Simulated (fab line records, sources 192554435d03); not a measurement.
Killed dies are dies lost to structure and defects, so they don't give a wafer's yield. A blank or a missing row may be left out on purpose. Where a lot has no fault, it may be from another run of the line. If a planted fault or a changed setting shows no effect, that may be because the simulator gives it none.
The tool behind it: which one? + flow n5 finfet + Sampling: 10 lots, 28 wafers, 2 of 1938 route steps

== WHAT THE GAUGES SHOWED, per wafer ==
N5_PASSIVATION_INSPECT_61: inspects for defects (macro). Usual: raw defect count reads 2.0 (standard deviation 1.3).
| lot  | measured     | on                | raw defect count | flag |
|------|--------------|-------------------|------------------|------|
| L404 | day 13 09:47 | defect inspect-02 | 6 1 1            |      |
| L403 | day 13 14:22 | defect inspect-02 | 1 2 0            |      |
| L410 | day 14 14:37 | defect inspect-01 | 2 2 0            |      |
| L412 | day 15 05:31 | defect inspect-02 | 1 1              |      |
| L414 | day 16 01:39 | defect inspect-02 | 1 2              |      |
| L420 | day 17 08:13 | defect inspect-02 | 3 2 2            |      |
| L421 | day 18 01:00 | defect inspect-01 | 1 0 1            |      |
| L424 | day 18 21:05 | defect inspect-01 | 5 2 5            |      |
| L425 | day 19 11:58 | defect inspect-02 | 0 0 2            |      |
| L426 | day 19 20:17 | defect inspect-01 | 1 4 1            |      |

== WHICH TOOL RAN EACH LOT (tool, then ch and the chambers of the sampled wafers, then the start) ==
| lot  | N5_MIM_BOT_LITHO_DESCUM_10         |
|------|------------------------------------|
| L404 | rie diel-04 ch 0,2,3, day 13 07:48 |
| L403 | rie diel-03 ch 0,1,3, day 13 12:53 |
| L410 | rie diel-04 ch 0,1,3, day 14 12:56 |
| L412 | rie diel-04 ch 1,3, day 15 01:44   |
| L414 | rie diel-05 ch 0,2, day 15 23:13   |
| L420 | rie diel-03 ch 0,1,3, day 17 03:44 |
| L421 | rie diel-05 ch 1,3, day 17 22:51   |
| L424 | rie diel-04 ch 0,2,3, day 18 16:58 |
| L425 | rie diel-03 ch 0,2, day 19 10:16   |
| L426 | rie diel-05 ch 0,1, day 19 18:28   |
- N5_MIM_BOT_LITHO_DESCUM_10: chemistry O2, time 7.9 s.

== AS READ BY THE TOOLS THEMSELVES (means over the sampled wafers that have a number; for cases with no such wafer, the mark the record gives instead) ==
N5_MIM_BOT_LITHO_DESCUM_10. Usual: chamber pressure mTorr 20.002 mTorr, standard deviation 0.019; drypump motor current A 5.7 A, standard deviation 0.62; oes product au 0.80 a.u., standard deviation 0.077; rf vpp V 243.3 V, standard deviation 1.4; showerhead plenum p Torr 2.10 Torr, standard deviation 0.067; throttle valve pct 20.39 %, standard deviation 0.26.
| lot  | tool        | chamber pressure mTorr (mTorr) | drypump motor current A (A) | oes product au (a.u.) | rf vpp V (V) | showerhead plenum p Torr (Torr) | throttle valve pct (%) | flag |
|------|-------------|--------------------------------|-----------------------------|-----------------------|--------------|---------------------------------|------------------------|------|
| L404 | rie diel-04 | 20.015                         | 5.8                         | 0.78                  | 244.0        | 2.15                            | 20.58                  |      |
| L403 | rie diel-03 | 19.992                         | 5.2                         | 0.83                  | 243.1        | 2.08                            | 20.36                  |      |
| L410 | rie diel-04 | 19.987                         | 6.2                         | 0.75                  | 243.1        | 2.11                            | 20.53                  |      |
| L412 | rie diel-04 | 19.999                         | 6.2                         | 0.77                  | 244.1        | 2.13                            | 20.37                  |      |
| L414 | rie diel-05 | 19.980                         | 5.8                         | 0.79                  | 242.8        | 2.10                            | 20.23                  |      |
| L420 | rie diel-03 | 19.994                         | 5.2                         | 0.80                  | 243.3        | 2.07                            | 20.40                  |      |
| L421 | rie diel-05 | 19.996                         | 5.6                         | 0.90                  | 242.7        | 2.09                            | 20.32                  |      |
| L424 | rie diel-04 | 20.015                         | 5.8                         | 0.91                  | 243.4        | 2.14                            | 20.37                  |      |
| L425 | rie diel-03 | 19.978                         | 5.3                         | 0.77                  | 243.1        | 2.09                            | 20.67                  |      |
| L426 | rie diel-05 | 19.995                         | 5.4                         | 0.87                  | 243.6        | 2.10                            | 20.31                  |      |

== THE ANSWER, worked out from the rows above alone ==
Rule: a lot counts as off when the mean over its wafers that have a number is more than 3 standard deviations away from the usual mean. Also off: a lot with no number at a reading for which 4 or more lots have one. Where the step has rows for the other lots, those lots are counted as sound. The gauges are gone through in route order, then the tools' own readings, and for those a lot's mean is taken as printed above. At the first step where some lot is off, the reading lying furthest off is the one used; lots without a number count as furthest.
No lot is off on any of the readings shown, so nothing can be concluded from this.

== WHAT HAD BEEN PUT IN BY THE SIMULATOR ==
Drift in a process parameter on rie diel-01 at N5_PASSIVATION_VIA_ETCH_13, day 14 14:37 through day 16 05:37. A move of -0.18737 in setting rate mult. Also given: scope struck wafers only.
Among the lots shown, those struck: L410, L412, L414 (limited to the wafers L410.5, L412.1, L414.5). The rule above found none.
